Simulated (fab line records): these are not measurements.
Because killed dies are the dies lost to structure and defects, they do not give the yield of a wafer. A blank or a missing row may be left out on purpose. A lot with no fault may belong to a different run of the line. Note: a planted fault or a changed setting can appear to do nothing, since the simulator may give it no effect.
Problem report in the 8D (eight disciplines) form, filled by code :: flow nand-harc :: the parts of the form that need people (team, actions taken, sign-off) are left out

1. WHAT IS WRONG
Wafers without a fault read 801.3 s, standard deviation 0.48; run-length-s at NHARC_A_WL_FILL_CVD_23 reads a mean of 609.2 s on 6 wafers belonging to 2 lots. So: -99 or more standard deviations from the usual mean.
The step: deposits poly-Si, target thk 40 nm, time 800 s.
First observed at day 27 04:33: wafer L581.2, on lpcvd-poly-01. The record has a number at this step for 36 wafers belonging to 12 lots. By rule, "out" or "out of limits" means more than 4 standard deviations away from the usual mean. The rest of the wafers with a number are treated as sound.

2. WHAT IT IS, WHAT IT ISN'T
question: which readings at this step
is: run-length-s
is not: spike-tc-top-C, tube-center-temp-C, zone-power-lower-pct

question: which lots
is: L581, L583
is not: L568, L569, L572, L573, L574, L577, L586, L587, L589, L591

question: which wafers of those lots
is: all that have a number
is not: -

question: read on which tools
is: lpcvd-poly-01
is not: lpcvd-poly-02, lpcvd-poly-03

question: when
is: from day 27 04:33
is not: up to then (18 sound wafers); but 12 sound wafers of L586, L587, L589, L591 came after

3. WHAT RULES OUT EACH SUSPECT
Counting: a tool at a process step up to the reading stays a suspect if it ran every lot that is out and no sound lot after the first of them.
- lpcvd-poly-01 at NHARC_A_WL_FILL_CVD_23 (deposits poly-Si, target thk 40 nm, time 800 s): ruled out as a lasting fault. Sound lots L589 ran on it after its first lot that is out, L581 (day 27 04:33).
Left after counting: nothing in the record.

4. THE CAUSE (what the simulator had put in)
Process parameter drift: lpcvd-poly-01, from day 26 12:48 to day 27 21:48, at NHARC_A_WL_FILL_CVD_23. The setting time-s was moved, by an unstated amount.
Counting ruled it out, wrongly.

5. THE EFFECT CHAIN, in route order
Rows list readings where the struck wafers' mean (over those with a number) sits beyond 3 standard deviations from the usual. Only readings whose record carries a usual standard deviation are examined. hours: median over the lots of the time between each lot's start at the first step of this table that gives one and its start at this step. sigmas: the change, counted in usual standard deviations.
hours: 0
step: NHARC_A_WL_FILL_CVD_23
reading: run-length-s
usual: 801.3 s
on struck wafers: 609.2
change: -192.0
sigmas: -99 or more
Its process steps:
- NHARC_A_WL_FILL_CVD_23: deposits poly-Si, target thk 40 nm, time 800 s.
Later measuring or inspecting steps at which every struck wafer that the step has a row for has a number for every such reading, and none has moved that far: NHARC_END_SORT_01.

6. WHAT WOULD HAVE CAUGHT IT SOONER
In this record no reading fell out of limits until day 27 04:33, 16 hours after the fault had begun at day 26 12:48.
